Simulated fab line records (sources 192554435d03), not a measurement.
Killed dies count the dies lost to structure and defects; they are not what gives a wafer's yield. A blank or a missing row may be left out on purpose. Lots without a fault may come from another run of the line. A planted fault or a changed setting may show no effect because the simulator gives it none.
Matching of chambers / flow n5Finfet / N5_BEOL_M5_STRIP_36 on rieDiel-06 has 4 sister chambers
The step strips in N2/H2. 4 wafers are shown with their chamber, then 11 later ones without.

## EACH WAFER AND ITS CHAMBER
wafer=L081.2; chamber=0; drypumpMotorCurrentA (A)=6.5
wafer=L084.4; chamber=2; drypumpMotorCurrentA (A)=5.7
wafer=L084.5; chamber=1; drypumpMotorCurrentA (A)=6.1
wafer=L086.2; chamber=3; drypumpMotorCurrentA (A)=4.9

## WAFERS MISSING THEIR CHAMBER
wafer=L086.4; drypumpMotorCurrentA (A)=6.0
wafer=L086.5; drypumpMotorCurrentA (A)=4.9
wafer=L091.1; drypumpMotorCurrentA (A)=6.0
wafer=L091.2; drypumpMotorCurrentA (A)=4.9
wafer=L091.4; drypumpMotorCurrentA (A)=5.8
wafer=L092.2; drypumpMotorCurrentA (A)=6.5
wafer=L092.3; drypumpMotorCurrentA (A)=6.0
wafer=L092.5; drypumpMotorCurrentA (A)=4.9
wafer=L096.1; drypumpMotorCurrentA (A)=5.7
wafer=L096.3; drypumpMotorCurrentA (A)=6.0
wafer=L096.4; drypumpMotorCurrentA (A)=4.9

## EACH ONE'S CHAMBER
wafer=L086.4; from the rows above=1; in truth=1
wafer=L086.5; from the rows above=3; in truth=3
wafer=L091.1; from the rows above=1; in truth=1
wafer=L091.2; from the rows above=3; in truth=3
wafer=L091.4; from the rows above=2; in truth=2
wafer=L092.2; from the rows above=0; in truth=0
wafer=L092.3; from the rows above=1; in truth=1
wafer=L092.5; from the rows above=3; in truth=3
wafer=L096.1; from the rows above=2; in truth=2
wafer=L096.3; from the rows above=1; in truth=1
wafer=L096.4; from the rows above=3; in truth=3
11 of 11 placed correctly. Can't be placed from these rows: 0. Number placed wrongly: 0.
How it was worked out, from the rows above alone: a wafer's distance from a chamber is the root of the sum, over the readings, of the square of ((its reading less the chamber's mean) divided by the reading's scatter). The wafer belongs to the nearest chamber; if the next one is less than 2 further off, it can't be placed. The mean given for a chamber averages the wafers shown for that chamber. The scatter (one wafer shown for each chamber): square how far every hidden wafer sits from the nearest shown wafer, average those squares and take the square root.
